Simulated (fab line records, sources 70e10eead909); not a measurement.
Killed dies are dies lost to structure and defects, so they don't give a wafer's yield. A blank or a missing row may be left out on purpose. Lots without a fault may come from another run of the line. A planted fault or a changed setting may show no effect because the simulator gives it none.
A struck lot beside a sound one | flow nand_harc | 14 steps out of a route of 1302
Sound: wafers L406.1, L406.3, L406.5. Struck: wafers L414.2, L414.3, L414.5. The cause comes at the end.
At each step with rows: each side's tool, then ch and its chambers, then its first start. Under that, the readings that differ: sound wafers | struck wafers | difference of the means | sigmas: that difference in standard deviations of wafers without a fault.
alike: readings whose means differ by less than 2 such deviations, and words and numbers that are the same on both sides. not compared: withheld readings, readings that some wafer has no value for, bounds like >300 that may hide the same value, and numbers for which the record gives no deviation and whose values overlap.
The two part at a step that has a row with sigmas, a row that says differs or no value, or rows on one side only. Numbers that don't overlap but have no deviation are shown without sigmas and don't part them. A reading that every wafer of one side lacks parts them only if that side has two wafers or more.

first, 4 steps without rows for these wafers: NHARC_A_WL_FILL_STRIP_28 (strips in post etch residue remover, time 1200 s); NHARC_A_WL_FILL_PRECLEAN_06 (cleans in DIW, time 300 s); NHARC_A_WL_FILL_SRD_07; NHARC_A_WL_FILL_ANNEAL_08 (time 1800 s).
NHARC_A_WL_FILL_ALD_10: deposits SiO2, target thk 50 nm, pulse time 10 s, ald cycles 500.
  sound on ald_hk-02 ch 0,1, day 25 14:42; struck on ald_hk-02 ch 1,2,3, day 28 16:41
  alike: heater_power_w, precursor_pulse_height_rel
NHARC_A_WL_FILL_ETCHBACK_16: etches the open film in C4F8/O2/Ar, target depth 120 nm, time 24 s.
  sound on rie_diel-07 ch 1,3; struck on rie_diel-11 ch 1,2
  reading               | sound          | struck         | difference | sigmas
  oes_product_au (a.u.) | 1.00 1.02 1.02 | 0.93 0.92 0.92 | -0.09      | -3
  rf_vpp_V (V)          | 721 731 730    | 722 716 716    | -9         | -2
  alike: bias_w, chamber_pressure_mTorr
  not compared: rf_hours_counter_h
NHARC_A_WL_FILL_STRIP_29: strips in O2, time 20 s.
  sound on rie_diel-07 ch 0,2,3, day 25 19:26; struck on rie_diel-11 ch 0,1,3, day 28 20:25
  alike: drypump_motor_current_A, oes_product_au, rf_vpp_V, showerhead_plenum_p_Torr, throttle_valve_pct
  not compared: rf_hours_counter_h
NHARC_A_WL_FILL_ETCHBACK_17: etches the open film in Cl2/BCl3, target depth 4 nm, time 26.7 s.
  sound on rie_metal-03 ch 0,1, day 25 19:31; struck on rie_metal-03 ch 1, day 28 20:31
  alike: chamber_pressure_mTorr, drypump_motor_current_A, oes_product_au
  not compared: rf_hours_counter_h
then, 3 steps without rows for these wafers: NHARC_A_WL_FILL_PRECLEAN_18 (cleans in dHF, time 30 s); NHARC_A_WL_FILL_SRD_21; NHARC_A_WL_FILL_CVD_23 (deposits poly-Si, target thk 40 nm, time 800 s).
NHARC_A_WL_FILL_ETCHBACK_26: etches the open film in HBr, target depth 52 nm, time 13.3 s.
  sound on rie_si-04 ch 0,2,3, day 26 01:43; struck on rie_si-05 ch 0,1,3, day 29 01:44
  no value came back on the struck wafers for any of 6 readings (bias_w (W), chamber_pressure_mTorr (mTorr) and others); on the sound wafers bias_w (W) reads 60.09 59.89 60.20
  not compared: rf_hours_counter_h
then, 1 step without rows for these wafers: NHARC_A_WL_FILL_PRECLEAN_30 (cleans in dHF, time 10 s).
-- the record jumps here: 3 days lie between the struck wafers' starts before and after (it left off in module A_WL_FILL and takes up again in module END, whose first step shown is number 1302 of the route) --
NHARC_END_SORT_01:
  the record has rows for the struck wafers here (prober-01 ch 0, day 32 06:54) and none for the sound ones

WHERE THEY PART
First at NHARC_A_WL_FILL_ETCHBACK_16; last, within this record, at NHARC_END_SORT_01.

WHY: what the simulator had put in
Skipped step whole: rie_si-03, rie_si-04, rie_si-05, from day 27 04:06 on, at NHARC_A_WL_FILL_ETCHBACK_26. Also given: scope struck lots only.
